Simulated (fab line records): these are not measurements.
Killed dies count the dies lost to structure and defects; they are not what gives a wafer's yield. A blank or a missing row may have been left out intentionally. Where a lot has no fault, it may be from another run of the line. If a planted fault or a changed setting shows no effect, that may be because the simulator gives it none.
fab line records	flow n5Finfet	part 1 of 2: steps 1 to 20 of 21
record: lots: 6	wafers: 18	lastDay: 17
route steps=1938 shown BEOL_M0@731 BEOL_M4@1111 PASSIVATION@1936
lots that met no fault: taken from a fault-free run of the same line
startH: hours from the record's first day to the start of the lot's first wafer shown	waitH: hours since the lot's step before	" unchanged from the row above	L1.1+2: one row covering several wafers at once	- no value present, or no start provided	* or withheld: withheld	< > ~ a bound
route shown NAME@n: names a module that has steps shown in the file, with the first one's number in the route	usual: mean/standard deviation taken from wafers without a fault	same: alike in all rows	chamber/n: place in a boat	sites: readings site by site	_std_site: the standard deviation of these	_edge_site: the outer-site mean with the inner-site mean subtracted	radiusMm: for every site, how far away it sits from the centre of the wafer	mask NAME#n: copy n	behind: the last tool/chamber to shape the wafer	hold: reason for holding the lot/hours on hold/outcome of the hold	device: transistor that didn't switch, given as n, p or np	end of line: the tests these same wafers got at the end of their route	step lacking rows: just its recipe	killed: dies lost to structure and defects at the first sort, not the wafer's yield	map: per-die view of a wafer (x killed, . not killed, _ where there is no die)
set.NAME: the setting that was run; set.NAME@STEP: the one run at that earlier step	model.NAME: the simulator's own value behind a step, which no gauge read
lots seen at some steps along the route; tables by step, rows by wafer
services: from which hour (startH, from the record's first day; less than 0 if before it) a tool's chamber was out of use, for how many hours, and why
== steps ==
step: N5_BEOL_M0_ALD_136
recipe: material: TaN	targetThkA: *	tempC: 275	aldPrecursorFamily: PDMAT	aldCoReactant: NH3	pressureTorr: 3	carrierFlowSccm: 1500	pulseTimeS: 2	purgeTimeS: 3	coReactantPurgeTimeS: 2	coReactantPulseTimeS: 3	aldCycles: 30	precursorVesselTempC: 75	precursorVesselPressureTorr: 26.25	precursorVesselCarrierSccm: 1000
step: N5_BEOL_M0_SURFACE_TREAT_137
recipe: gas: Ar	timeS: *	ionEnergyEv: *	ionCurrentMaCm2: 0.5	pressureMtorr: *	arFlowSccm: 30
step: N5_BEOL_M0_CVD_115
recipe: material: Co	targetThkA: *	tempC: withheld	precursor: CCTBA/H2	pressureTorr: 30	timeS: 120
step: N5_BEOL_M0_SPUTTER_116
recipe: material: Cu	targetThkA: 40	tempC: -20	chamberPressurePa: 0.07	powerW: withheld	timeS: 7.37
step: N5_BEOL_M0_ANNEAL_117
recipe: tempC: 400	timeS: 60	ambient: vacuum
step: N5_BEOL_M0_SPUTTER_132
recipe: material: Cu	targetThkA: 40	tempC: -20	chamberPressurePa: 0.07	powerW: withheld	timeS: 7.37
step: N5_BEOL_M0_ANNEAL_133
recipe: tempC: 400	timeS: 60	ambient: vacuum
step: N5_BEOL_M0_SPUTTER_134
recipe: material: Cu	targetThkA: 40	tempC: -20	chamberPressurePa: 0.07	powerW: withheld	timeS: 7.37
usual: chamberPressurePa: 0.07/0.00015	chuckGasFlowSccm: 1.27/0.051	susceptorTempC: -20.00/0.1	throttleValvePct: 30.3/1
lot.wafer	tool	chamber	startH	waitH	chamberPressurePa	chuckGasFlowSccm	susceptorTempC	throttleValvePct
L431.2	pvdSputter-01	-	140.30	0.0	0.07006	1.38	-20.08	31.5
L431.3	"	-	"	"	0.07003	1.23	-19.62	32.8
L431.4	"	-	"	"	0.07009	1.26	-19.95	30.3
L436.1	pvdSputter-01	-	175.84	0.0	0.06983	1.23	-19.96	32.6
L436.3	"	-	"	"	0.07022	1.34	-19.97	31.3
L436.6	"	-	"	"	0.06994	1.25	-20.04	29.6
L437.1	pvdSputter-01	-	178.73	0.0	0.07011	1.30	-20.14	32.8
L437.3	"	-	"	"	0.06988	1.33	-19.86	31.6
L437.4	"	-	"	"	0.06998	1.24	-20.01	30.3
L441.1	pvdSputter-03	-	200.54	0.0	0.07009	1.30	-19.96	28.6
L441.2	"	-	"	"	0.06981	1.22	-19.92	28.8
L441.4	"	-	"	"	0.07022	1.30	-19.90	30.6
L446.1	pvdSputter-02	-	228.87	0.0	0.06996	1.22	-20.16	29.9
L446.2	"	-	"	"	0.06995	1.26	-19.86	30.7
L446.6	"	-	"	"	0.06968	1.28	-20.11	30.3
L449.2	pvdSputter-03	-	255.78	0.0	0.06991	1.36	-19.88	30.4
L449.4	"	-	"	"	0.07003	1.31	-20.12	28.9
L449.6	"	-	"	"	0.07014	1.23	-20.00	31.1
step: N5_BEOL_M0_ANNEAL_135
recipe: tempC: 400	timeS: 60	ambient: vacuum
usual: heaterPowerW: 869/57	susceptorTempC: 400.03/0.22
lot.wafer	tool	chamber	startH	waitH	heaterPowerW	susceptorTempC
L431.2	pvdSputter-01	-	140.38	0.0	806	400.03
L431.3	"	-	"	"	856	399.86
L431.4	"	-	"	"	904	400.23
L436.1	pvdSputter-01	-	175.92	0.0	856	400.08
L436.3	"	-	"	"	809	400.07
L436.6	"	-	"	"	926	400.06
L437.1	pvdSputter-01	-	178.81	0.0	847	399.93
L437.3	"	-	"	"	810	400.33
L437.4	"	-	"	"	805	399.69
L441.1	pvdSputter-03	-	200.62	0.0	826	399.98
L441.2	"	-	"	"	983	400.20
L441.4	"	-	"	"	845	400.17
L446.1	pvdSputter-02	-	228.95	0.0	939	400.25
L446.2	"	-	"	"	847	399.60
L446.6	"	-	"	"	880	400.02
L449.2	pvdSputter-03	-	255.86	0.0	848	399.95
L449.4	"	-	"	"	830	399.91
L449.6	"	-	"	"	809	399.79
step: N5_BEOL_M0_SPUTTER_141
recipe: material: Cu	targetThkA: 40	tempC: -20	chamberPressurePa: 0.07	powerW: withheld	timeS: 7.37
usual: chamberPressurePa: 0.06999/0.00015	chuckGasFlowSccm: 1.26/0.057	susceptorTempC: -20.00/0.094	throttleValvePct: 30.3/1
lot.wafer	tool	chamber	startH	waitH	chamberPressurePa	chuckGasFlowSccm	susceptorTempC	throttleValvePct
L431.2	pvdSputter-01	-	140.42	0.0	0.07	1.24	-19.79	31.3
L431.3	"	-	"	"	0.06993	1.19	-19.89	32.9
L431.4	"	-	"	"	0.06988	1.26	-20.05	30.0
L436.1	pvdSputter-01	-	175.96	0.0	0.0701	1.24	-19.89	32.9
L436.3	"	-	"	"	0.0704	1.33	-20.01	31.2
L436.6	"	-	"	"	0.0698	1.26	-19.91	30.0
L437.1	pvdSputter-01	-	178.85	0.0	0.06991	1.29	-19.91	32.7
L437.3	"	-	"	"	0.06998	1.35	-19.89	31.0
L437.4	"	-	"	"	0.0701	1.33	-19.97	30.1
L441.1	pvdSputter-03	-	200.66	0.0	0.06982	1.28	-19.88	28.9
L441.2	"	-	"	"	0.06998	1.17	-20.03	28.6
L441.4	"	-	"	"	0.07011	1.22	-20.15	30.7
L446.1	pvdSputter-02	-	228.99	0.0	0.06997	1.17	-19.86	29.7
L446.2	"	-	"	"	0.06999	1.29	-19.98	30.5
L446.6	"	-	"	"	0.07016	1.28	-20.01	30.5
L449.2	pvdSputter-03	-	255.90	0.0	0.07035	1.26	-20.20	30.5
L449.4	"	-	"	"	0.06998	1.26	-20.04	28.5
L449.6	"	-	"	"	0.06992	1.27	-19.93	31.2
step: N5_BEOL_M0_ECD_118
recipe: material: Cu	targetThkA: 3000
step: N5_BEOL_M0_ANNEAL_119
recipe: tempC: 225	timeS: 90	ambient: N2
usual: wafer_temp_C_max: 225.88/0.24
lot.wafer	tool	chamber	startH	waitH	wafer_temp_C_max
L431.2	rtpAnneal-01	0	140.91	0.4	226.00
L431.3	"	0	"	"	225.42
L431.4	"	0	"	"	225.52
L436.1	rtpAnneal-01	0	176.24	0.1	225.79
L436.3	"	0	"	"	225.84
L436.6	"	0	"	"	226.10
L437.1	rtpAnneal-01	0	179.04	0.1	225.65
L437.3	"	0	"	"	225.89
L437.4	"	0	"	"	225.96
L441.1	rtpAnneal-01	0	200.98	0.2	225.67
L441.2	"	0	"	"	226.12
L441.4	"	0	"	"	225.83
L446.1	rtpAnneal-01	0	229.19	0.1	225.61
L446.2	"	0	"	"	226.30
L446.6	"	0	"	"	225.68
L449.2	rtpAnneal-01	0	256.14	0.1	225.93
L449.4	"	0	"	"	225.65
L449.6	"	0	"	"	225.88
step: N5_BEOL_M0_CMP_120
recipe: stopOn: SiOC	tOverpolishS: 6.9	downForcePsi: 1	platenRpm: 50	clearingPlatenDownForcePsi: 1.5	clearingPlatenRpm: 50	postCmpClean: cuAlkaline	clearingPlatenPadVelocityMS: 0.99484	padVelocityMS: 0.99484
usual: barrierFieldEndpointS: 3.63/0.12	clearingPlatenDownForcePsi: 1.5002/0.0026	motorCurrentA: 6.2/0.49	overpolishRunS: 6.899/0.0092	tOverpolishS: 6.9/0	timeToEndpointS: 62.7/2.8
lot.wafer	tool	chamber	startH	waitH	barrierFieldEndpointS	clearingPlatenDownForcePsi	motorCurrentA	overpolishRunS	tOverpolishS	timeToEndpointS	model.SiOC_of_BEOL_M0_SAQP_ILD_DEP_01.thkNm
L431.2	cmp-01	2	141.17	0.2	3.66	1.4975	6.9	6.908	6.9	65.8	39.2
L431.4	"	3	"	"	3.65	1.5009	6.0	6.900	6.9	58.1	39.8
L431.3	"	0	"	"	3.50	1.5021	5.4	6.897	6.9	60.2	38.2
L436.3	cmp-04	1	176.55	0.2	-	-	-	-	-	-	40.8
L436.1	"	3	"	"	-	-	-	-	-	-	42.2
L436.6	"	1	"	"	-	-	-	-	-	-	42.8
L437.1	cmp-03	3	179.34	0.3	-	-	-	-	-	-	42.6
L437.4	"	1	"	"	-	-	-	-	-	-	43.2
L437.3	"	2	"	"	-	-	-	-	-	-	42.6
L441.4	cmp-04	3	201.28	0.1	3.54	1.5000	6.1	6.892	6.9	58.1	38.6
L441.1	"	1	"	"	3.63	1.4963	6.2	6.904	6.9	61.6	38.2
L441.2	"	2	"	"	3.65	1.4976	6.6	6.900	6.9	62.1	38.2
L446.1	cmp-01	2	229.76	0.5	3.61	1.5005	6.8	6.887	6.9	65.0	38.4
L446.2	"	1	"	"	3.54	1.4992	6.2	6.900	6.9	63.8	38.6
L446.6	"	2	"	"	3.61	1.5036	6.9	6.900	6.9	65.4	38.6
L449.4	cmp-01	1	256.40	0.1	3.72	1.4997	6.3	6.901	6.9	65.0	39.8
L449.2	"	0	"	"	3.61	1.4982	5.6	6.896	6.9	63.2	39.8
L449.6	"	2	"	"	3.58	1.5017	7.0	6.893	6.9	66.7	39.8
step: N5_BEOL_M0_PRE_CLEAN_131
recipe: gas: NH3/H2	timeS: 15	tempC: *	rfPowerW: 300
usual: heaterPowerW: 83/22	susceptorTempC: *
lot.wafer	tool	chamber	startH	waitH	heaterPowerW	susceptorTempC
L431.2	cvdCo-02	2	141.51	0.0	104	*
L431.3	"	0	"	"	59	*
L431.4	"	1	"	"	81	*
L436.1	cvdCo-01	1	176.98	0.1	66	*
L436.3	"	0	"	"	68	*
L436.6	"	2	"	"	120	*
L437.1	cvdCo-02	2	179.67	0.0	107	*
L437.3	"	0	"	"	58	*
L437.4	"	2	"	"	104	*
L441.1	cvdCo-01	1	201.61	0.0	66	*
L441.2	"	2	"	"	118	*
L441.4	"	2	"	"	119	*
L446.1	cvdCo-02	2	230.09	0.0	105	*
L446.2	"	1	"	"	80	*
L446.6	"	2	"	"	104	*
L449.2	cvdCo-01	0	256.73	0.0	70	*
L449.4	"	1	"	"	68	*
L449.6	"	2	"	"	116	*
step: N5_BEOL_M0_CO_CAP_123
recipe: material: Co	targetThkA: 20	tempC: 200	precursor: CCTBA/H2	pressureTorr: 30	timeS: 102.1
step: N5_BEOL_M0_PRE_CLEAN_124
recipe: gas: NH3	timeS: 15	tempC: withheld	rfPowerW: 300
step: N5_BEOL_M0_DEP_125
recipe: material: SiCN	targetThkA: 80	tempC: withheld	precursor: 3MS/NH3	pressureTorr: 3	rfW: 202	timeS: 14
step: N5_BEOL_M0_RS_MEAS_126
recipe: thkMeasGauge: four-point-probe	reads: Co_of_BEOL_M0_CO_CAP_123+Cu_of_BEOL_M0_ECD_118+Co_of_BEOL_M0_CVD_115+TaN_of_BEOL_M0_ALD_136
usual: M0_RS: 0.537/0.017
lot.wafer	tool	chamber	startH	waitH	M0_RS[ohm/sq]
L431.2	filmMetro-02	-	141.76	0.1	0.529
L431.3	"	-	"	"	0.537
L431.4	"	-	"	"	0.531
L436.1	filmMetro-02	-	177.20	0.0	0.063
L436.3	"	-	"	"	0.063
L436.6	"	-	"	"	0.062
L437.1	filmMetro-02	-	179.90	0.1	0.063
L437.3	"	-	"	"	0.062
L437.4	"	-	"	"	0.063
L441.1	filmMetro-02	-	201.84	0.0	0.568
L441.2	"	-	"	"	0.553
L441.4	"	-	"	"	0.545
L446.1	filmMetro-02	-	230.34	0.1	0.561
L446.2	"	-	"	"	0.543
L446.6	"	-	"	"	0.523
L449.2	filmMetro-01	-	256.95	0.1	0.517
L449.4	"	-	"	"	0.513
L449.6	"	-	"	"	0.488
step: N5_BEOL_M0_INSPECT_127
recipe: inspectInstrument: darkfield	mode: postDep
usual: rawDefectCount: 67/24
lot.wafer	tool	chamber	startH	waitH	rawDefectCount
L431.2	defectInspect-02	-	141.79	0.0	65
L431.3	"	-	"	"	83
L431.4	"	-	"	"	88
L436.1	defectInspect-02	-	177.23	0.0	3506
L436.3	"	-	"	"	3625
L436.6	"	-	"	"	3566
L437.1	defectInspect-02	-	179.92	0.0	3526
L437.3	"	-	"	"	3554
L437.4	"	-	"	"	3588
L441.1	defectInspect-01	-	201.86	0.0	44
L441.2	"	-	"	"	67
L441.4	"	-	"	"	78
L446.1	defectInspect-02	-	230.37	0.0	57
L446.2	"	-	"	"	44
L446.6	"	-	"	"	37
L449.2	defectInspect-01	-	256.98	0.0	102
L449.4	"	-	"	"	73
L449.6	"	-	"	"	95
step: N5_BEOL_M4_RC_MEAS_101
usual: DIBL_N: 35.9/1.9	DIBL_P: 35.8/2.4	IOFF_N: 0.15/0.031	IOFF_P: 0.21/0.037	ION_N: 672/13	ION_P: 462/8.3	SS_N: 71.5/0.72	SS_P: 73.2/0.67	VT_N: 250/3.4	VT_P: -250/3.4
lot.wafer	tool	chamber	startH	waitH	DIBL_N[mV/V]	DIBL_P[mV/V]	IOFF_N[nA/um]	IOFF_P[nA/um]	ION_N[uA/um]	ION_P[uA/um]	SS_N[mV/dec]	SS_P[mV/dec]	VT_N[mV]	VT_P[mV]
L431.2	prober-01	0	205.13	0.2	36.1	32.8	0.14	0.18	651	448	71.2	72.5	251	-252
L431.3	"	0	"	"	37.3	34.8	0.16	0.20	669	459	71.8	73.5	250	-252
L431.4	"	0	"	"	33.7	31.9	0.11	0.17	658	457	71.0	72.4	256	-254
L441.1	prober-01	0	261.27	0.0	34.7	34.6	0.13	0.17	683	461	71.6	72.8	251	-254
L441.2	"	0	"	"	35.5	34.5	0.13	0.17	672	453	71.2	72.5	253	-254
L441.4	"	0	"	"	35.3	35.2	0.12	0.18	668	458	71.0	73.2	254	-255
L446.1	prober-01	0	275.74	0.0	36.2	33.9	0.15	0.19	668	463	72.5	73.2	248	-250
L446.2	"	0	"	"	30.3	27.5	0.08	0.12	652	460	69.9	71.4	257	-255
L446.6	"	0	"	"	30.9	27.9	0.09	0.13	662	458	70.6	72.0	253	-256
L449.2	prober-01	0	310.18	0.2	36.0	36.0	0.15	0.20	682	470	71.4	74.1	248	-252
L449.4	"	0	"	"	35.6	35.8	0.14	0.19	671	460	71.7	73.4	251	-253
L449.6	"	0	"	"	37.9	39.3	0.19	0.25	694	471	72.8	74.7	248	-248
== key ==
firstSign: step: N5_BEOL_M0_CMP_120	reading: toolRecord	direction: missing
effect: step: N5_BEOL_M0_RS_MEAS_126	reading: M0_RS	direction: down	sigmas: 28	usual: 0.537	struck: 0.063
effect: step: N5_BEOL_M0_INSPECT_127	reading: rawDefectCount	direction: up	sigmas: 99+	usual: 67	struck: 3561
effect: step: N5_PASSIVATION_PROBE_49	reading: killed_at_M0_to_M3	direction: up	sigmas: 99+	usual: 33	struck: 1116
modelEffect: step: N5_BEOL_M0_CMP_120	value: SiOC_of_BEOL_M0_SAQP_ILD_DEP_01.thkNm	without: 39.37	struck: 42.37
moreKillsBornAt: N5_BEOL_M0_CMP_120@cmp-03: 3272	N5_BEOL_M0_CMP_120@cmp-04: 3241
metAt N5_BEOL_M0_CMP_120
struckWafers L436.1,L436.3,L436.6,L437.1,L437.3,L437.4
laterRowsLeftOut L436.1,L436.3,L436.6,L437.1,L437.3,L437.4
fault: kind: skippedStepWhole	tool: cmp-03,cmp-04	chamber: -	onsetH: 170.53	steps: N5_BEOL_M0_CMP_120	scope: struckLotsOnly
laterRowsLeftOut: the simulator's readings of these wafers behind a module that went badly wrong aren't trusted and aren't shown, but for the sort
